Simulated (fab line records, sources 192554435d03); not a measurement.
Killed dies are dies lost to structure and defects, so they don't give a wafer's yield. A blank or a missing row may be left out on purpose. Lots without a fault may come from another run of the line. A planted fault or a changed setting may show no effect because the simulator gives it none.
fab line records | flow n5_finfet | part 2 of 2: steps 23 to 31 of 31
record lots=5 wafers=15 last_day=19
route steps=1938 shown BEOL_M3@978
lots that met no fault: from a run of the same line without faults
start_h: hours from the record's first day to the start of the lot's first wafer shown | wait_h: hours since the lot's step before | " the same as in the row above | L1.1+2: a row that stands for several wafers | - no value, or no start given | * or withheld: withheld | < > ~ a bound
route shown NAME@n: a module of which the file shows steps, and the number in the route of the first | usual: mean/standard deviation of fault-free wafers | same: alike in all rows | chamber/n: place in a boat | sites: the reading at each site | _std_site: their standard deviation | _edge_site: outer sites' mean less inner sites' | radius_mm: how far each site lies from the wafer's centre | mask NAME#n: copy n | behind: the tool/chamber that last shaped the wafer | hold: why the lot was held/for how many hours/how that ended | device: the transistor (n, p or np) that didn't switch | end of line: the same wafers' tests at the end of the route | a step without rows: its recipe alone | killed: dies lost to structure and defects at the first sort, not the wafer's yield | map: a wafer's dies, x killed, . not, _ none there
set.NAME: the setting as run; set.NAME@STEP: as run at that earlier step | model.NAME: the simulator's own value behind a step, which no gauge read
lots at some steps of the route; a table a step, a row a wafer
services: from which hour (start_h, from the record's first day; less than 0 if before it) a tool's chamber was out of use, for how many hours, and why
## steps
# step N5_BEOL_M3_SPUTTER_86
# recipe material=Cu target_thk_a=45 temp_c=-20 chamber_pressure_pa=0.07 power_w=withheld time_s=8.29
# usual throttle_valve_pct=29.9/0.95
# columns lot.wafer tool chamber start_h wait_h throttle_valve_pct
L080.3 pvd_sputter-03 - 197.95 0.1 29.8
L080.5 " - " " 29.2
L080.6 " - " " 29.5
L081.1 pvd_sputter-02 - 201.76 0.1 29.1
L081.2 " - " " 29.6
L081.4 " - " " 30.3
L090.3 pvd_sputter-02 - 275.43 0.1 30.1
L090.5 " - " " 29.3
L090.6 " - " " 30.1
L093.3 pvd_sputter-01 - 308.88 0.1 28.9
L093.4 " - " " 32.3
L093.5 " - " " 29.0
L096.3 pvd_sputter-03 - 321.01 0.1 29.5
L096.4 " - " " 28.6
L096.5 " - " " 29.5
# step N5_BEOL_M3_ANNEAL_87
# recipe temp_c=400 time_s=240 ambient=vacuum
# usual heater_power_w=863/72 susceptor_temp_C_max=401.1/0.39
# columns lot.wafer tool chamber start_h wait_h heater_power_w susceptor_temp_C_max
L080.3 pvd_sputter-03 - 198.03 0.0 848 401.1
L080.5 " - " " 877 401.1
L080.6 " - " " 884 401.3
L081.1 pvd_sputter-02 - 201.84 0.0 880 401.3
L081.2 " - " " 941 400.8
L081.4 " - " " 802 400.9
L090.3 pvd_sputter-02 - 275.51 0.0 818 400.8
L090.5 " - " " 910 400.9
L090.6 " - " " 783 401.0
L093.3 pvd_sputter-01 - 308.96 0.0 961 400.4
L093.4 " - " " 936 401.7
L093.5 " - " " 931 400.5
L096.3 pvd_sputter-03 - 321.09 0.0 851 400.6
L096.4 " - " " 956 400.9
L096.5 " - " " 879 401.1
# step N5_BEOL_M3_SPUTTER_88
# recipe material=Cu target_thk_a=45 temp_c=-20 chamber_pressure_pa=0.07 power_w=withheld time_s=8.29
# usual throttle_valve_pct=29.9/0.97
# columns lot.wafer tool chamber start_h wait_h throttle_valve_pct
L080.3 pvd_sputter-03 - 198.17 0.1 29.5
L080.5 " - " " 29.5
L080.6 " - " " 29.7
L081.1 pvd_sputter-02 - 201.98 0.1 29.0
L081.2 " - " " 29.6
L081.4 " - " " 30.5
L090.3 pvd_sputter-02 - 275.65 0.1 30.0
L090.5 " - " " 29.3
L090.6 " - " " 30.8
L093.3 pvd_sputter-01 - 309.10 0.1 29.0
L093.4 " - " " 32.0
L093.5 " - " " 28.6
L096.3 pvd_sputter-03 - 321.23 0.1 29.8
L096.4 " - " " 28.6
L096.5 " - " " 29.7
# step N5_BEOL_M3_ANNEAL_89
# recipe temp_c=400 time_s=240 ambient=vacuum
# usual heater_power_w=863/70 susceptor_temp_C_max=401.1/0.38
# columns lot.wafer tool chamber start_h wait_h heater_power_w susceptor_temp_C_max
L080.3 pvd_sputter-03 - 198.25 0.0 848 401.1
L080.5 " - " " 885 401.8
L080.6 " - " " 851 401.2
L081.1 pvd_sputter-02 - 202.06 0.0 874 401.3
L081.2 " - " " 919 400.7
L081.4 " - " " 820 401.1
L090.3 pvd_sputter-02 - 275.73 0.0 812 401.1
L090.5 " - " " 929 400.7
L090.6 " - " " 791 401.2
L093.3 pvd_sputter-01 - 309.18 0.0 953 401.0
L093.4 " - " " 920 401.4
L093.5 " - " " 957 400.5
L096.3 pvd_sputter-03 - 321.31 0.0 857 400.6
L096.4 " - " " 955 400.9
L096.5 " - " " 878 401.3
# step N5_BEOL_M3_SPUTTER_90
# recipe material=Cu target_thk_a=45 temp_c=-20 chamber_pressure_pa=0.07 power_w=withheld time_s=8.29
# usual throttle_valve_pct=29.9/0.97
# columns lot.wafer tool chamber start_h wait_h throttle_valve_pct
L080.3 pvd_sputter-03 - 198.39 0.1 29.7
L080.5 " - " " 29.4
L080.6 " - " " 29.6
L081.1 pvd_sputter-02 - 202.20 0.1 29.3
L081.2 " - " " 29.4
L081.4 " - " " 30.7
L090.3 pvd_sputter-02 - 275.87 0.1 30.4
L090.5 " - " " 29.4
L090.6 " - " " 30.5
L093.3 pvd_sputter-01 - 309.32 0.1 28.7
L093.4 " - " " 32.1
L093.5 " - " " 29.0
L096.3 pvd_sputter-03 - 321.45 0.1 29.4
L096.4 " - " " 28.4
L096.5 " - " " 29.6
# step N5_BEOL_M3_ANNEAL_91
# recipe temp_c=400 time_s=240 ambient=vacuum
# usual heater_power_w=864/70 susceptor_temp_C_max=401.1/0.42
# columns lot.wafer tool chamber start_h wait_h heater_power_w susceptor_temp_C_max
L080.3 pvd_sputter-03 - 198.47 0.0 854 401.4
L080.5 " - " " 882 401.6
L080.6 " - " " 871 401.1
L081.1 pvd_sputter-02 - 202.28 0.0 867 400.8
L081.2 " - " " 928 400.5
L081.4 " - " " 796 401.1
L090.3 pvd_sputter-02 - 275.95 0.0 812 401.2
L090.5 " - " " 923 400.3
L090.6 " - " " 813 401.2
L093.3 pvd_sputter-01 - 309.40 0.0 957 401.0
L093.4 " - " " 923 401.3
L093.5 " - " " 953 400.9
L096.3 pvd_sputter-03 - 321.53 0.0 867 401.0
L096.4 " - " " 935 400.4
L096.5 " - " " 864 400.9
# step N5_BEOL_M3_SPUTTER_92
# recipe material=Cu target_thk_a=45 temp_c=-20 chamber_pressure_pa=0.07 power_w=withheld time_s=8.29
# usual throttle_valve_pct=29.9/0.96
# columns lot.wafer tool chamber start_h wait_h throttle_valve_pct
L080.3 pvd_sputter-03 - 198.61 0.1 29.7
L080.5 " - " " 29.4
L080.6 " - " " 29.7
L081.1 pvd_sputter-02 - 202.42 0.1 29.2
L081.2 " - " " 29.1
L081.4 " - " " 30.5
L090.3 pvd_sputter-02 - 276.09 0.1 30.2
L090.5 " - " " 29.5
L090.6 " - " " 30.5
L093.3 pvd_sputter-01 - 309.54 0.1 29.1
L093.4 " - " " 32.0
L093.5 " - " " 29.3
L096.3 pvd_sputter-03 - 321.67 0.1 29.7
L096.4 " - " " 28.8
L096.5 " - " " 29.5
# step N5_BEOL_M3_ANNEAL_93
# recipe temp_c=400 time_s=240 ambient=vacuum
# usual heater_power_w=864/71 susceptor_temp_C_max=401.1/0.41
# columns lot.wafer tool chamber start_h wait_h heater_power_w susceptor_temp_C_max
L080.3 pvd_sputter-03 - 198.69 0.0 848 401.4
L080.5 " - " " 868 401.2
L080.6 " - " " 860 401.8
L081.1 pvd_sputter-02 - 202.50 0.0 862 401.0
L081.2 " - " " 894 400.7
L081.4 " - " " 793 401.0
L090.3 pvd_sputter-02 - 276.17 0.0 826 400.6
L090.5 " - " " 911 400.3
L090.6 " - " " 798 400.9
L093.3 pvd_sputter-01 - 309.62 0.0 959 400.9
L093.4 " - " " 904 402.0
L093.5 " - " " 951 401.7
L096.3 pvd_sputter-03 - 321.75 0.0 889 401.2
L096.4 " - " " 962 401.3
L096.5 " - " " 886 401.4
# step N5_BEOL_M3_SPUTTER_94
# recipe material=Cu target_thk_a=45 temp_c=-20 chamber_pressure_pa=0.07 power_w=withheld time_s=8.29
# usual throttle_valve_pct=29.9/0.96
# columns lot.wafer tool chamber start_h wait_h throttle_valve_pct
L080.3 pvd_sputter-03 - 198.83 0.1 29.6
L080.5 " - " " 29.7
L080.6 " - " " 29.5
L081.1 pvd_sputter-02 - 202.64 0.1 28.9
L081.2 " - " " 29.4
L081.4 " - " " 30.5
L090.3 pvd_sputter-02 - 276.31 0.1 30.3
L090.5 " - " " 29.5
L090.6 " - " " 30.3
L093.3 pvd_sputter-01 - 309.76 0.1 29.0
L093.4 " - " " 32.2
L093.5 " - " " 28.7
L096.3 pvd_sputter-03 - 321.89 0.1 29.6
L096.4 " - " " 28.5
L096.5 " - " " 29.5
## services
# columns tool chamber start_h hours kind
ald_metal-03 - 177.84 2.8 pm
pvd_sputter-02 - 180.38 6.8 repair
pvd_sputter-01 - 185.31 8.9 repair
rie_diel-06 0 189.62 - clean
rie_diel-06 0 189.62 - consumable_replace:focus_ring
rie_diel-06 0 189.62 19.5 scheduled_down
rie_diel-06 0 189.62 19.5 vent_cycle
ald_metal-03 - 191.29 2.8 repair
rie_diel-02 0 199.21 4.1 repair
ald_metal-02 - 215.29 2.8 pm
rie_diel-06 - 227.86 0.3 repair
cvd_co-02 - 230.68 70.6 repair
rie_diel-02 3 237.17 2.9 repair
ald_metal-02 - 255.41 0.9 repair
cvd_co-01 2 256.57 4.6 repair
rie_diel-06 3 274.05 - clean
rie_diel-06 3 274.05 - consumable_replace:focus_ring
rie_diel-06 3 274.05 - consumable_replace:showerhead
cvd_co-01 0 284.64 13.4 repair
ald_metal-02 - 288.90 1.4 repair
ald_metal-02 2 291.72 13.6 repair
cvd_co-01 - 301.24 28.1 pm
cvd_co-02 1 313.91 14.4 repair
ald_metal-03 - 320.99 8.7 pm
